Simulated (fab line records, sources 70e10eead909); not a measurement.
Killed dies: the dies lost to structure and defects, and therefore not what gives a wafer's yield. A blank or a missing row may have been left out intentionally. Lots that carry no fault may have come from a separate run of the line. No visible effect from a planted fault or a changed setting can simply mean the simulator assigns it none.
fab line records	flow nand-harc
record: lots: 24	wafers: 72	last-day: 33
route steps=1302 shown A_CHANNEL_HOLE_D2@587 A_CHANNEL_FILL_D2@633 A_STAIRCASE@675
lots with no fault: from the same line, run without faults
start-h: start of the lot's first displayed wafer, in hours after the record's first day	wait-h: how many hours have passed since the lot's step before this one	" as in the row above	L1.1+2: one row covering several wafers at once	- value missing, or start not given	* or withheld: withheld	< > ~ a bound
route shown NAME@n: names a module that has steps shown in the file, with the first one's number in the route	usual: average and standard deviation across the fault-free wafers	same: alike in all rows	chamber/n: place in a boat	sites: the reading at each site	_std_site: the values' standard deviation	_edge_site: inner sites' mean taken away from outer sites' mean	radius-mm: for every site, how far away it sits from the centre of the wafer	mask NAME#n: copy n	behind: the tool/chamber that last shaped the wafer	hold: why the lot went on hold/how many hours it stayed there/how the hold came to an end	device: whichever transistor did not switch (one of n, p or np)	end of line: the same wafers' tests at the end of the route	a step without rows: its recipe alone	killed: dies lost to structure and defects at the first sort, not the wafer's yield	map: shows each die of a wafer: x if killed, . if not, _ if none is there
set.NAME: the setting the step ran with; set.NAME@STEP: the setting that earlier step ran with	model.NAME: the simulator's own value behind a step, which no gauge read
route steps across a sampled set of lots; one table per step, one row per wafer
services: from which hour (start-h, from the record's first day; less than 0 if before it) a tool's chamber was out of use, for how many hours, and why
== steps ==
step: NHARC_A_CHANNEL_HOLE_D2_ETCH_39
recipe: target-depth-a: 2600	over-etch-frac: 0.3	time-s: 325	ion-energy-ev: 200	n2-flow-sccm: 150	h2-flow-sccm: 150	ar-flow-sccm: 0	rf-w: 400	bias-w: 150	chemistry: N2/H2
usual: drypump-motor-current-A: 5.69/0.29	oes-product-au: 0.997/0.012	rf-vpp-V: 431.0/2.6	showerhead-plenum-p-Torr: 2.06/0.087	throttle-valve-pct: 14.172/0.0084
lot.wafer	tool	chamber	start-h	wait-h	drypump-motor-current-A	oes-product-au	rf-hours-counter-h	rf-vpp-V	showerhead-plenum-p-Torr	throttle-valve-pct
L074.4	rie-diel-01	2	-	-	5.29	0.995	5.6	429.8	1.97	14.155
L074.1	"	0	"	"	5.82	1.016	4.1	433.1	2.08	14.183
L074.6	"	3	"	"	5.27	1.004	-	433.5	2.15	14.169
L075.2	rie-diel-10	3	-	-	5.34	0.981	2.5	434.3	2.19	14.160
L075.5	"	0	"	"	5.76	0.991	-	434.2	2.18	14.168
L075.6	"	1	"	"	5.63	0.989	-	429.0	2.00	14.177
L076.2	rie-diel-10	1	-	-	5.65	0.994	2.8	429.1	2.00	14.171
L076.5	"	3	"	"	5.43	0.986	-	435.4	2.19	14.197
L076.6	"	0	"	"	5.77	1.011	-	434.2	2.18	14.161
L077.2	rie-diel-01	0	-	-	5.88	0.992	5.2	432.9	2.08	14.176
L077.4	"	1	"	"	6.17	0.999	5.5	427.7	1.95	14.164
L077.6	"	0	"	"	5.86	0.989	-	431.0	2.08	14.184
L078.3	rie-diel-11	0	-	-	5.96	1.015	1.0	434.1	2.11	14.186
L078.4	"	3	"	"	5.63	1.005	1.5	430.4	2.00	14.176
L078.6	"	1	"	"	6.27	0.999	-	427.7	1.95	14.178
L079.2	rie-diel-11	0	-	-	5.94	1.001	1.4	431.9	2.11	14.167
L079.1	"	2	"	"	5.93	1.003	2.1	429.4	1.97	14.168
L079.3	"	3	"	"	5.63	1.000	2.1	428.4	2.00	14.166
L080.3	rie-diel-11	1	-	-	6.21	1.006	3.2	430.0	1.95	14.163
L080.1	"	0	"	"	5.96	1.009	3.5	430.7	2.11	14.179
L080.5	"	2	"	"	5.84	1.000	-	427.9	1.96	14.164
L082.1	rie-diel-10	2	-	-	5.70	0.984	5.1	431.5	2.04	14.180
L082.2	"	3	"	"	5.39	0.997	5.3	434.1	2.19	14.179
L082.5	"	1	"	"	5.63	0.987	-	428.8	2.00	14.170
L081.2	rie-diel-01	0	-	-	5.90	1.007	7.2	431.6	2.08	14.161
L081.3	"	2	"	"	5.25	0.986	7.7	427.4	1.96	14.182
L081.5	"	3	"	"	5.28	0.994	-	432.9	2.15	14.184
L083.2	rie-diel-01	3	-	-	5.25	0.978	0.1	432.8	2.15	14.175
L083.4	"	1	"	"	6.15	0.994	0.1	428.8	1.95	14.171
L083.5	"	3	"	"	5.24	0.973	-	435.2	2.15	14.185
L084.3	rie-diel-10	1	-	-	5.64	0.995	7.1	429.0	2.00	14.165
L084.1	"	2	"	"	5.71	0.983	6.9	430.2	2.04	14.181
L084.6	"	2	"	"	5.73	0.975	-	430.4	2.03	14.178
L085.2	rie-diel-10	1	-	-	5.64	0.998	7.9	430.3	2.00	14.178
L085.1	"	2	"	"	5.71	0.974	7.9	430.6	2.03	14.170
L085.4	"	0	"	"	5.76	1.014	7.8	435.0	2.18	14.176
L086.1	rie-diel-01	2	-	-	5.25	0.993	1.1	428.4	1.96	14.163
L086.4	"	3	"	"	5.25	0.986	0.9	433.8	2.15	14.180
L086.3	"	1	"	"	6.19	1.011	1.0	426.7	1.95	14.162
L087.1	rie-diel-10	2	-	-	5.71	0.983	0.1	432.0	2.03	14.164
L087.4	"	0	"	"	5.75	0.989	0.1	434.2	2.18	14.165
L087.6	"	2	"	"	5.70	0.972	-	430.2	2.03	14.183
L088.2	rie-diel-01	2	-	-	5.30	0.999	2.9	427.9	1.96	14.174
L088.1	"	3	"	"	5.26	1.002	2.4	434.9	2.15	14.156
L088.5	"	2	"	"	5.27	1.010	-	428.7	1.96	14.167
L089.3	rie-diel-10	3	-	-	5.42	0.978	1.0	435.2	2.19	14.171
L089.1	"	0	"	"	5.76	0.993	0.8	434.7	2.17	14.167
L089.6	"	0	"	"	5.76	0.986	-	433.6	2.18	14.174
L090.2	rie-diel-11	0	-	-	5.94	1.002	0.1	433.7	2.10	14.163
L090.3	"	1	"	"	6.21	0.998	0.1	427.0	1.95	14.193
L090.6	"	3	"	"	5.62	1.000	-	431.3	1.99	14.162
L091.2	rie-diel-10	2	-	-	5.65	0.991	2.2	431.1	2.03	14.170
L091.3	"	3	"	"	5.46	0.980	2.0	435.1	2.19	14.166
L091.1	"	1	"	"	5.65	0.993	2.1	429.6	2.00	14.175
L092.4	rie-diel-10	2	-	-	5.70	0.996	2.6	429.9	2.03	14.168
L092.6	"	1	"	"	5.65	0.996	-	429.3	2.00	14.168
L092.5	"	2	"	"	5.73	0.985	-	430.1	2.03	14.166
L093.3	rie-diel-01	1	-	-	6.18	1.022	4.0	427.5	1.95	14.169
L093.2	"	0	"	"	5.86	1.028	3.5	431.8	2.08	14.192
L093.6	"	2	"	"	5.26	1.011	-	427.5	1.96	14.166
L094.3	rie-diel-01	0	-	-	5.87	1.018	4.3	431.5	2.08	14.189
L094.1	"	1	"	"	6.19	1.013	4.9	429.0	1.95	14.170
L094.4	"	2	"	"	5.28	1.005	6.2	428.9	1.96	14.184
L096.4	rie-diel-11	0	-	-	5.97	1.010	2.1	432.2	2.10	14.180
L096.2	"	1	"	"	6.28	1.001	2.3	428.3	1.95	14.167
L096.3	"	3	"	"	5.65	1.004	3.0	429.5	1.99	14.172
L095.3	rie-diel-10	2	-	-	5.73	0.994	4.1	429.0	2.03	14.182
L095.5	"	2	"	"	5.72	0.987	-	430.7	2.03	14.170
L095.6	"	3	"	"	5.41	0.995	-	434.2	2.19	14.170
L097.2	rie-diel-10	3	-	-	5.36	0.997	5.0	434.6	2.19	14.169
L097.1	"	0	"	"	5.73	0.993	4.8	434.2	2.17	14.163
L097.5	"	2	"	"	5.72	0.997	-	429.0	2.03	14.165
step: NHARC_A_CHANNEL_HOLE_D2_XSEM_32
recipe: landing-energy-ev: 35000
usual: bot-cd-nm: 74.9/1.8	bow-nm: 8.60/0.26	tilt-deg: 0.09/0.032
lot.wafer	tool	chamber	start-h	wait-h	bot-cd-nm	bow-nm	tilt-deg
L074.1	xsem-02	0	314.59	0.1	77.3	8.83	0.08
L074.4	"	0	"	"	78.7	8.78	0.09
L074.6	"	0	"	"	75.1	8.83	0.08
L075.2	xsem-01	0	315.69	0.1	73.4	8.24	0.09
L075.5	"	0	"	"	75.0	8.17	0.09
L075.6	"	0	"	"	74.6	8.10	0.09
L076.2	xsem-02	0	318.75	0.1	74.2	8.81	0.16
L076.5	"	0	"	"	74.6	8.84	0.16
L076.6	"	0	"	"	78.4	8.82	0.16
L077.2	xsem-01	0	340.74	0.1	75.5	8.50	0.12
L077.4	"	0	"	"	75.2	8.45	0.12
L077.6	"	0	"	"	74.2	8.53	0.12
L078.3	xsem-02	0	341.58	0.1	72.9	8.68	0.09
L078.4	"	0	"	"	73.6	8.62	0.09
L078.6	"	0	"	"	72.5	8.54	0.10
L079.1	xsem-01	0	344.89	0.1	76.2	8.88	0.03
L079.2	"	0	"	"	73.5	8.77	0.03
L079.3	"	0	"	"	74.8	8.87	0.04
L080.1	xsem-01	0	356.75	0.1	72.0	8.31	0.10
L080.3	"	0	"	"	77.1	8.40	0.10
L080.5	"	0	"	"	74.4	8.44	0.10
L082.1	xsem-02	0	362.08	0.1	74.7	8.36	0.13
L082.2	"	0	"	"	76.3	8.39	0.13
L082.5	"	0	"	"	76.2	8.46	0.13
L081.2	xsem-01	0	362.31	0.1	73.5	8.42	0.06
L081.3	"	0	"	"	78.8	8.41	0.06
L081.5	"	0	"	"	72.9	8.34	0.06
L083.2	xsem-01	0	402.05	0.1	73.1	8.90	0.04
L083.4	"	0	"	"	77.7	8.84	0.04
L083.5	"	0	"	"	73.1	8.84	0.04
L084.1	xsem-02	0	403.57	0.1	74.7	8.16	0.12
L084.3	"	0	"	"	72.9	8.14	0.12
L084.6	"	0	"	"	76.8	8.18	0.11
L085.1	xsem-02	0	414.84	0.1	79.3	8.65	0.07
L085.2	"	0	"	"	73.5	8.71	0.07
L085.4	"	0	"	"	75.6	8.69	0.07
L086.1	xsem-01	0	415.18	0.1	76.0	8.79	0.06
L086.3	"	0	"	"	73.9	8.73	0.06
L086.4	"	0	"	"	76.1	8.81	0.06
L087.1	xsem-02	0	440.86	0.1	76.4	8.93	0.07
L087.4	"	0	"	"	76.1	8.91	0.07
L087.6	"	0	"	"	76.3	8.86	0.07
L088.1	xsem-02	0	454.91	0.1	78.0	8.53	0.07
L088.2	"	0	"	"	76.5	8.48	0.07
L088.5	"	0	"	"	76.1	8.50	0.07
L089.1	xsem-01	0	456.14	0.1	75.4	8.85	0.09
L089.3	"	0	"	"	74.5	8.77	0.09
L089.6	"	0	"	"	74.3	8.76	0.09
L090.2	xsem-01	0	478.38	0.1	73.6	9.08	0.12
L090.3	"	0	"	"	76.8	9.07	0.12
L090.6	"	0	"	"	75.9	9.08	0.12
L091.1	xsem-02	0	481.85	0.1	74.4	8.53	0.08
L091.2	"	0	"	"	76.0	8.46	0.09
L091.3	"	0	"	"	74.0	8.42	0.09
L092.4	xsem-01	0	482.56	0.1	72.3	8.34	0.10
L092.5	"	0	"	"	74.2	8.44	0.10
L092.6	"	0	"	"	72.8	8.38	0.10
L093.2	xsem-02	0	490.20	0.1	72.3	8.84	0.04
L093.3	"	0	"	"	72.8	8.68	0.04
L093.6	"	0	"	"	77.0	8.67	0.04
L094.1	xsem-02	0	511.26	0.1	75.8	8.06	0.13
L094.3	"	0	"	"	73.4	8.00	0.13
L094.4	"	0	"	"	74.9	8.04	0.13
L096.2	xsem-01	0	511.28	0.1	72.5	8.78	0.06
L096.3	"	0	"	"	76.8	8.75	0.06
L096.4	"	0	"	"	74.5	8.71	0.06
L095.3	xsem-02	0	520.75	0.1	73.6	8.69	0.14
L095.5	"	0	"	"	74.5	8.69	0.14
L095.6	"	0	"	"	73.1	8.68	0.14
L097.1	xsem-02	0	528.89	0.1	73.2	8.84	0.09
L097.2	"	0	"	"	72.0	8.85	0.09
L097.5	"	0	"	"	74.3	8.84	0.09
step: NHARC_A_CHANNEL_FILL_D2_CMP_10
recipe: target-thk-nm: 150
usual: motor-current-A: 12.6/1.4	time-to-endpoint-s: 15/3.7
lot.wafer	tool	chamber	start-h	wait-h	motor-current-A	time-to-endpoint-s
L076.2	cmp-03	0	364.22	0.4	13.3	14
L076.6	"	0	"	"	13.2	12
L076.5	"	1	"	"	13.9	19
L075.2	cmp-04	3	364.29	0.4	13.5	16
L075.6	"	0	"	"	10.5	13
L075.5	"	1	"	"	13.2	19
L074.4	cmp-04	2	367.26	0.4	13.2	14
L074.1	"	0	"	"	10.2	14
L074.6	"	2	"	"	13.4	16
L077.2	cmp-04	2	391.44	0.4	12.8	16
L077.4	"	0	"	"	10.0	12
L077.6	"	2	"	"	12.3	14
L079.2	cmp-03	1	391.44	0.4	14.7	22
L079.1	"	2	"	"	12.9	16
L079.3	"	0	"	"	13.2	15
L078.3	cmp-01	0	391.44	0.4	11.9	10
L078.4	"	3	"	"	15.4	16
L078.6	"	0	"	"	11.3	10
L080.1	cmp-01	3	406.34	0.4	14.4	19
L080.3	"	0	"	"	11.7	12
L080.5	"	3	"	"	14.5	19
L082.1	cmp-03	3	409.88	0.4	10.6	13
L082.2	"	2	"	"	13.3	15
L082.5	"	3	"	"	11.0	14
L081.2	cmp-01	0	409.91	0.4	12.0	9
L081.3	"	2	"	"	12.3	7
L081.5	"	0	"	"	12.1	8
L083.4	cmp-03	0	451.36	0.4	13.7	15
L083.2	"	2	"	"	12.5	16
L083.5	"	1	"	"	14.0	20
L084.1	cmp-01	1	451.36	0.4	11.0	14
L084.3	"	0	"	"	11.7	10
L084.6	"	1	"	"	11.7	12
L085.4	cmp-04	0	464.16	0.4	10.5	13
L085.2	"	1	"	"	12.8	18
L085.1	"	2	"	"	12.9	14
L086.1	cmp-03	2	464.16	0.4	13.3	12
L086.4	"	0	"	"	13.6	11
L086.3	"	1	"	"	14.7	18
L087.1	cmp-03	1	491.30	0.4	13.8	20
L087.4	"	3	"	"	11.3	12
L087.6	"	2	"	"	12.8	13
L088.1	cmp-01	1	502.46	0.4	11.2	11
L088.2	"	0	"	"	12.5	9
L088.5	"	1	"	"	11.1	11
L089.3	cmp-04	3	502.49	0.4	13.0	16
L089.1	"	2	"	"	13.1	14
L089.6	"	3	"	"	12.9	16
L090.3	cmp-03	2	526.28	0.4	12.3	15
L090.2	"	1	"	"	14.2	23
L090.6	"	3	"	"	10.2	17
L091.2	cmp-04	3	530.65	0.4	13.9	19
L091.3	"	1	"	"	12.9	22
L091.1	"	2	"	"	12.9	17
L092.4	cmp-01	0	530.70	0.4	11.8	8
L092.5	"	2	"	"	12.1	7
L092.6	"	3	"	"	15.0	16
L093.2	cmp-01	0	537.95	0.4	11.6	15
L093.3	"	1	"	"	12.0	18
L093.6	"	1	"	"	11.6	17
L094.1	cmp-03	0	559.77	0.4	13.3	13
L094.3	"	1	"	"	14.1	18
L094.4	"	2	"	"	12.9	12
L096.2	cmp-01	2	562.59	0.4	11.7	7
L096.4	"	3	"	"	14.3	15
L096.3	"	0	"	"	12.4	8
L095.3	cmp-04	2	572.76	0.4	13.0	15
L095.5	"	0	"	"	10.0	15
L095.6	"	1	"	"	13.5	20
L097.1	cmp-04	0	577.78	0.4	10.0	16
L097.2	"	1	"	"	12.6	23
L097.5	"	1	"	"	13.1	21
step: NHARC_A_CHANNEL_FILL_D2_RTA_24
recipe: temp-c: 1000	time-s: 5
usual: lamp-power-pct: 29.1/1.7	wafer_temp_C_max: 1005.6/1.2
lot.wafer	tool	chamber	start-h	wait-h	lamp-power-pct	wafer_temp_C_max
L075.2	rtp-anneal-01	0	364.81	0.2	27.3	1004.2
L075.5	"	0	"	"	27.3	1004.2
L075.6	"	0	"	"	27.3	1004.5
L076.2	rtp-anneal-02	0	364.98	0.4	30.6	1006.9
L076.5	"	0	"	"	30.7	1005.6
L076.6	"	0	"	"	30.6	1008.2
L074.1	rtp-anneal-01	0	367.80	0.2	27.3	1004.5
L074.4	"	0	"	"	27.3	1003.3
L074.6	"	0	"	"	27.3	1003.5
L078.3	rtp-anneal-02	0	391.92	0.1	30.7	1006.4
L078.4	"	0	"	"	30.7	1005.7
L078.6	"	0	"	"	30.7	1005.9
L079.1	rtp-anneal-01	0	392.05	0.2	27.2	1004.4
L079.2	"	0	"	"	27.3	1005.4
L079.3	"	0	"	"	27.3	1003.7
L077.2	rtp-anneal-02	0	392.06	0.2	30.7	1005.7
L077.4	"	0	"	"	30.7	1008.3
L077.6	"	0	"	"	30.7	1005.1
L080.1	rtp-anneal-02	0	406.73	0.0	30.7	1005.4
L080.3	"	0	"	"	30.8	1004.9
L080.5	"	0	"	"	30.7	1005.8
L082.1	rtp-anneal-02	0	410.30	0.0	30.7	1006.9
L082.2	"	0	"	"	30.7	1004.9
L082.5	"	0	"	"	30.7	1005.4
L081.2	rtp-anneal-01	0	410.33	0.1	27.3	1006.0
L081.3	"	0	"	"	27.2	1004.9
L081.5	"	0	"	"	27.3	1004.1
L084.1	rtp-anneal-01	0	451.77	0.0	27.3	1005.0
L084.3	"	0	"	"	27.3	1004.6
L084.6	"	0	"	"	27.3	1006.4
L083.2	rtp-anneal-02	0	451.80	0.1	30.6	1005.6
L083.4	"	0	"	"	30.7	1005.6
L083.5	"	0	"	"	30.7	1004.8
L085.1	rtp-anneal-01	0	464.57	0.0	27.3	1006.1
L085.2	"	0	"	"	27.3	1004.7
L085.4	"	0	"	"	27.2	1007.0
L086.1	rtp-anneal-02	0	464.58	0.0	30.7	1007.3
L086.3	"	0	"	"	30.7	1007.1
L086.4	"	0	"	"	30.7	1005.2
L087.1	rtp-anneal-01	0	491.72	0.0	27.3	1006.8
L087.4	"	0	"	"	27.3	1005.6
L087.6	"	0	"	"	27.3	1007.0
L088.1	rtp-anneal-01	0	502.88	0.0	27.3	1004.2
L088.2	"	0	"	"	27.3	1004.7
L088.5	"	0	"	"	27.3	1005.0
L089.1	rtp-anneal-02	0	503.15	0.3	30.7	1007.3
L089.3	"	0	"	"	30.7	1004.8
L089.6	"	0	"	"	30.7	1006.5
L090.2	rtp-anneal-02	0	526.72	0.1	30.7	1007.4
L090.3	"	0	"	"	30.7	1005.4
L090.6	"	0	"	"	30.7	1004.9
L091.1	rtp-anneal-01	0	531.09	0.0	27.3	1005.6
L091.2	"	0	"	"	27.3	1004.2
L091.3	"	0	"	"	27.3	1003.9
L092.4	rtp-anneal-02	0	531.14	0.1	30.7	1005.5
L092.5	"	0	"	"	30.7	1007.2
L092.6	"	0	"	"	30.7	1005.8
L093.2	rtp-anneal-01	0	538.49	0.1	27.3	1003.6
L093.3	"	0	"	"	27.3	1005.9
L093.6	"	0	"	"	27.3	1005.1
L094.1	rtp-anneal-02	0	560.17	0.0	30.7	1004.7
L094.3	"	0	"	"	30.7	1005.8
L094.4	"	0	"	"	30.6	1003.9
L096.2	rtp-anneal-02	0	563.03	0.1	30.7	1006.8
L096.3	"	0	"	"	30.7	1007.2
L096.4	"	0	"	"	30.7	1006.1
L095.3	rtp-anneal-02	0	573.19	0.1	30.8	1004.8
L095.5	"	0	"	"	30.7	1008.5
L095.6	"	0	"	"	30.6	1006.7
L097.1	rtp-anneal-01	0	578.20	0.0	27.3	1003.6
L097.2	"	0	"	"	27.2	1004.2
L097.5	"	0	"	"	27.3	1005.0
step: NHARC_A_STAIRCASE_ETCH_19
recipe: target-depth-a: 1000	time-s: 40.5	ion-energy-ev: 400	c4f8-flow-sccm: 20	o2-flow-sccm: 10	ar-flow-sccm: withheld	rf-w: 600	bias-w: 1000	chemistry: C4F8/O2
usual: oes-product-au: 0.937/0.014	rf-vpp-V: 897/5.6
lot.wafer	tool	chamber	start-h	wait-h	oes-product-au	rf-hours-counter-h	rf-vpp-V
L075.2	rie-diel-06	2	-	-	0.921	12	892
L075.5	"	0	"	"	0.930	-	904
L075.6	"	1	"	"	0.932	-	894
L076.2	rie-diel-06	2	-	-	0.927	12	892
L076.5	"	3	"	"	0.921	-	897
L076.6	"	0	"	"	0.929	-	905
L074.1	rie-diel-03	0	-	-	0.952	29	887
L074.4	"	1	"	"	0.954	28	905
L074.6	"	0	"	"	0.950	-	887
L079.3	rie-diel-06	3	-	-	0.942	21	899
L079.1	"	0	"	"	0.946	23	905
L079.2	"	1	"	"	0.921	21	894
L078.4	rie-diel-03	1	-	-	0.933	36	904
L078.3	"	0	"	"	0.951	39	888
L078.6	"	2	"	"	0.956	-	897
L077.4	rie-diel-03	2	-	-	0.948	38	897
L077.2	"	3	"	"	0.943	41	895
L077.6	"	3	"	"	0.938	-	895
L080.3	rie-diel-06	0	-	-	0.933	28	903
L080.1	"	1	"	"	0.913	26	894
L080.5	"	3	"	"	0.934	-	898
L081.2	rie-diel-03	1	-	-	0.931	43	904
L081.3	"	0	"	"	0.930	46	889
L081.5	"	1	"	"	0.934	-	904
L082.2	rie-diel-06	3	-	-	0.926	28	899
L082.1	"	1	"	"	0.923	28	895
L082.5	"	3	"	"	0.940	-	897
L084.1	rie-diel-06	0	-	-	0.929	44	904
L084.3	"	2	"	"	0.924	38	890
L084.6	"	0	"	"	0.936	-	905
L083.4	rie-diel-02	3	-	-	0.967	17	897
L083.2	"	0	"	"	0.936	19	888
L083.5	"	1	"	"	0.915	-	906
L086.3	rie-diel-03	0	-	-	0.928	0	906
L086.4	"	1	"	"	0.925	0	907
L086.1	"	2	"	"	0.957	0	897
L085.1	rie-diel-06	1	-	-	0.906	44	893
L085.4	"	3	"	"	0.946	43	898
L085.2	"	0	"	"	0.941	46	903
L087.4	rie-diel-06	2	-	-	0.944	0	890
L087.1	"	1	"	"	0.945	0	895
L087.6	"	2	"	"	0.939	-	890
L088.2	rie-diel-02	2	-	-	0.953	34	899
L088.1	"	3	"	"	0.951	37	896
L088.5	"	2	"	"	0.951	-	901
L089.3	rie-diel-03	1	-	-	0.936	16	903
L089.1	"	0	"	"	0.921	11	905
L089.6	"	2	"	"	0.949	-	898
L090.3	rie-diel-06	0	-	-	0.935	9	904
L090.2	"	2	"	"	0.952	10	891
L090.6	"	0	"	"	0.937	-	903
L092.4	rie-diel-06	2	-	-	0.940	12	891
L092.5	"	0	"	"	0.926	-	904
L092.6	"	1	"	"	0.954	-	893
L091.2	rie-diel-03	0	-	-	0.921	20	905
L091.3	"	1	"	"	0.929	26	903
L091.1	"	3	"	"	0.934	17	895
L093.2	rie-diel-02	0	-	-	0.941	48	887
L093.3	"	1	"	"	0.943	44	904
L093.6	"	0	"	"	0.949	-	887
L094.4	rie-diel-02	1	-	-	0.945	53	904
L094.3	"	2	"	"	0.969	54	900
L094.1	"	3	"	"	0.946	58	897
L096.3	rie-diel-06	3	-	-	0.921	18	895
L096.2	"	0	"	"	0.944	23	903
L096.4	"	1	"	"	0.966	23	895
L095.3	rie-diel-06	1	-	-	0.957	27	895
L095.5	"	2	"	"	0.950	-	889
L095.6	"	3	"	"	0.919	-	896
L097.2	rie-diel-06	1	-	-	0.950	31	894
L097.1	"	3	"	"	0.937	27	897
L097.5	"	2	"	"	0.954	-	891
step: NHARC_A_STAIRCASE_STRIP_175
recipe: power-w: 1500	temp-c: 250	chemistry: O2
usual: drypump-motor-current-A: 5.2/0.52	heater-power-w: 307/18	temp-c: 250.00/0.18
lot.wafer	tool	chamber	start-h	wait-h	drypump-motor-current-A	heater-power-w	rf-hours-counter-h	temp-c
L075.2	plasma-asher-02	1	370.27	0.1	5.1	298	24	250.18
L075.6	"	1	"	"	5.1	300	-	250.02
L075.5	"	0	"	"	4.7	332	-	249.95
L076.2	plasma-asher-02	0	370.91	0.4	4.7	333	25	249.83
L076.6	"	1	"	"	5.1	302	-	249.71
L076.5	"	0	"	"	4.7	325	-	250.07
L074.1	plasma-asher-01	0	373.83	0.1	5.1	292	4	250.33
L074.4	"	1	"	"	6.1	302	-	249.91
L074.6	"	0	"	"	5.1	296	-	250.28
L079.2	plasma-asher-01	0	398.34	0.1	5.0	302	9	249.81
L079.1	"	1	"	"	6.1	301	9	250.08
L079.3	"	1	"	"	6.1	306	-	249.90
L078.4	plasma-asher-02	0	398.45	0.2	4.8	329	-	250.10
L078.3	"	1	"	"	5.1	296	-	249.92
L078.6	"	1	"	"	5.1	295	-	249.67
L077.2	plasma-asher-01	1	398.67	0.2	6.1	302	9	250.22
L077.4	"	1	"	"	6.2	297	-	249.95
L077.6	"	0	"	"	5.0	292	-	250.08
L080.1	plasma-asher-02	1	411.89	0.1	5.1	296	33	249.60
L080.3	"	1	"	"	5.1	313	-	249.73
L080.5	"	1	"	"	5.1	300	-	249.52
L081.2	plasma-asher-02	0	415.84	0.1	4.7	324	34	249.90
L081.3	"	1	"	"	5.0	298	-	250.18
L081.5	"	1	"	"	5.0	300	-	250.19
L082.1	plasma-asher-01	0	417.58	0.1	5.0	286	14	250.00
L082.2	"	1	"	"	6.1	301	14	249.78
L082.5	"	0	"	"	5.0	285	-	249.94
L084.1	plasma-asher-01	0	456.90	0.1	5.0	283	21	249.89
L084.3	"	1	"	"	6.1	299	-	250.32
L084.6	"	0	"	"	5.1	293	-	249.71
L083.2	plasma-asher-02	1	457.29	0.1	5.1	295	5	249.82
L083.4	"	1	"	"	5.1	303	-	249.89
L083.5	"	0	"	"	4.7	340	-	250.11
L086.1	plasma-asher-01	1	469.74	0.1	6.1	291	25	250.24
L086.3	"	0	"	"	5.1	283	-	249.96
L086.4	"	1	"	"	6.1	303	-	250.11
L085.1	plasma-asher-01	1	472.77	0.1	6.1	299	25	249.85
L085.2	"	0	"	"	5.1	292	25	250.00
L085.4	"	0	"	"	5.0	289	-	250.37
L087.1	plasma-asher-02	1	497.02	0.1	5.0	299	13	250.13
L087.4	"	1	"	"	5.0	301	-	250.14
L087.6	"	1	"	"	5.1	304	-	250.35
L088.1	plasma-asher-01	0	508.30	0.1	5.1	294	31	250.13
L088.2	"	1	"	"	6.1	296	31	249.91
L088.5	"	0	"	"	5.1	293	-	250.12
L089.1	plasma-asher-02	0	508.62	0.1	4.7	338	15	249.79
L089.3	"	1	"	"	5.1	302	-	249.99
L089.6	"	0	"	"	4.7	345	-	249.82
L090.2	plasma-asher-02	1	532.27	0.1	5.1	299	20	250.05
L090.3	"	1	"	"	5.1	294	-	250.03
L090.6	"	0	"	"	4.7	345	-	249.75
L092.4	plasma-asher-02	1	536.79	0.2	5.0	296	-	249.90
L092.5	"	1	"	"	5.0	297	-	250.13
L092.6	"	0	"	"	4.7	345	-	250.09
L091.2	plasma-asher-01	1	537.96	0.1	6.1	303	3	249.87
L091.1	"	0	"	"	5.1	304	3	250.06
L091.3	"	1	"	"	6.1	299	-	249.99
L093.2	plasma-asher-01	0	543.92	0.1	5.0	303	3	250.18
L093.3	"	1	"	"	6.1	296	-	249.60
L093.6	"	0	"	"	5.1	306	-	250.15
L094.1	plasma-asher-02	1	565.26	0.1	5.1	304	26	249.93
L094.4	"	1	"	"	5.0	300	-	249.89
L094.3	"	0	"	"	4.7	345	-	249.70
L096.2	plasma-asher-01	1	571.55	0.1	6.1	308	8	250.23
L096.4	"	0	"	"	5.1	298	-	250.10
L096.3	"	1	"	"	6.1	300	-	250.41
L095.3	plasma-asher-01	1	578.69	0.2	6.1	294	-	250.25
L095.5	"	0	"	"	5.1	295	-	250.02
L095.6	"	1	"	"	6.1	299	-	250.14
L097.1	plasma-asher-02	0	584.53	0.2	4.8	348	31	249.97
L097.2	"	1	"	"	5.0	301	31	250.10
L097.5	"	1	"	"	5.0	301	-	250.15
== services ==
tool	chamber	start-h	hours	kind
rie-diel-06	3	299.02	2.8	repair
cmp-04	-	302.63	1.3	repair
rie-diel-06	-	307.39	9.0	pm
cmp-04	-	309.45	4.0	pm
cmp-01	-	310.15	0.8	repair
cmp-04	-	327.90	0.9	repair
cmp-01	-	331.86	1.0	repair
plasma-asher-01	-	342.09	1.1	repair
rie-diel-01	-	351.14	0.8	repair
cmp-03	-	358.14	4.0	pm
cmp-04	-	358.48	1.4	repair
cmp-04	-	368.86	1.2	repair
rtp-anneal-01	-	372.16	12.0	pm
xsem-01	-	374.00	14.0	pm
rie-diel-01	-	380.96	9.0	pm
rie-diel-10	-	419.63	9.0	pm
plasma-asher-02	-	426.00	9.0	pm
rie-diel-10	3	474.68	4.6	repair
rtp-anneal-01	-	483.05	3.6	repair
rie-diel-06	-	484.39	9.0	pm
rie-diel-10	0	493.24	15.1	repair
plasma-asher-02	-	495.89	0.5	repair
rie-diel-06	3	518.22	11.4	repair
plasma-asher-01	-	520.17	9.0	pm
== key ==
fault none
